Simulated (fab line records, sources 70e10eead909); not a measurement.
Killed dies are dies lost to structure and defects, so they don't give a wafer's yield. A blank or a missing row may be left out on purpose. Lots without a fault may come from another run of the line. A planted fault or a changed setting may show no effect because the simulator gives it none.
Which tool did it? | flow nand_harc | 12 lots, 36 wafers sampled, at 2 steps of a route of 1302

WHAT THE GAUGES READ, wafer by wafer
NHARC_A_CONTACT_OVL_MEAS_09.
lot  | measured     | on         | overlay_x_nm (nm)
L074 | day 22 22:10 | overlay-01 | -0.1 -0.7 -0.3
L077 | day 23 13:55 | overlay-01 | -1.1 -0.7 -0.9
L079 | day 24 11:50 | overlay-02 | -0.4 -0.9 -1.2
L081 | day 25 06:46 | overlay-01 | 0.4 1.5 0.6
L084 | day 26 10:13 | overlay-01 | -0.5 -0.4 -0.2
L085 | day 27 07:11 | overlay-01 | -0.4 -0.1 -0.4
L090 | day 28 09:23 | overlay-02 | -1.2 -1.4 -1.7
L088 | day 29 04:23 | overlay-02 | 1.7 1.6 1.7
L092 | day 29 08:25 | overlay-02 | 0.7 0.7 0.5
L094 | day 30 07:07 | overlay-01 | 1.1 1.0 1.7
L095 | day 31 06:38 | overlay-01 | 1.1 1.0 0.3
L097 | day 32 21:11 | overlay-01 | 0.6 0.7 0.7

WHICH TOOL RAN EACH LOT (tool, then ch and the chambers of the sampled wafers, then the start)
lot  | NHARC_A_CONTACT_ETCH_127
L074 | har_cap_etch-01 ch 1, day 22 14:00
L077 | har_cap_etch-02 ch 0,1, day 23 06:37
L079 | har_cap_etch-03 ch 0,1, day 24 02:56
L081 | har_cap_etch-03 ch 0,1, day 24 23:48
L084 | har_cap_etch-02 ch 0,1, day 26 03:04
L085 | har_cap_etch-02 ch 0,1, day 27 01:18
L090 | har_cap_etch-02 ch 0,1, day 28 03:35
L088 | har_cap_etch-02 ch 0,1, day 28 16:38
L092 | har_cap_etch-03 ch 0,1, day 28 21:37
L094 | har_cap_etch-02 ch 0,1, day 30 00:44
L095 | har_cap_etch-03 ch 0,1, day 31 01:05
L097 | har_cap_etch-01 ch 0,1, day 32 14:13
- NHARC_A_CONTACT_ETCH_127: etches the open film in C4F8/O2/Ar, time 197 s, target depth 1918 nm.

THE ANSWER, worked out from the rows above alone
Rule: what is usual is taken from the lots themselves. Put in order of their means at a reading, lots are off if they are a third of the lots or fewer, leave a main group of 4 or more, and stand apart from it by a gap of 3 or more times the standard deviation of the main group's means; of several such gaps the widest counts. A main group whose means are all the same, to the digits that the tables above print for the reading, isn't used. A lot without any number at a reading at which 4 lots or more have one is off too. The other lots that the step has rows for count as sound.
No lot is off at any reading shown: from this, nothing can be told.

WHAT THE SIMULATOR HAD PUT IN
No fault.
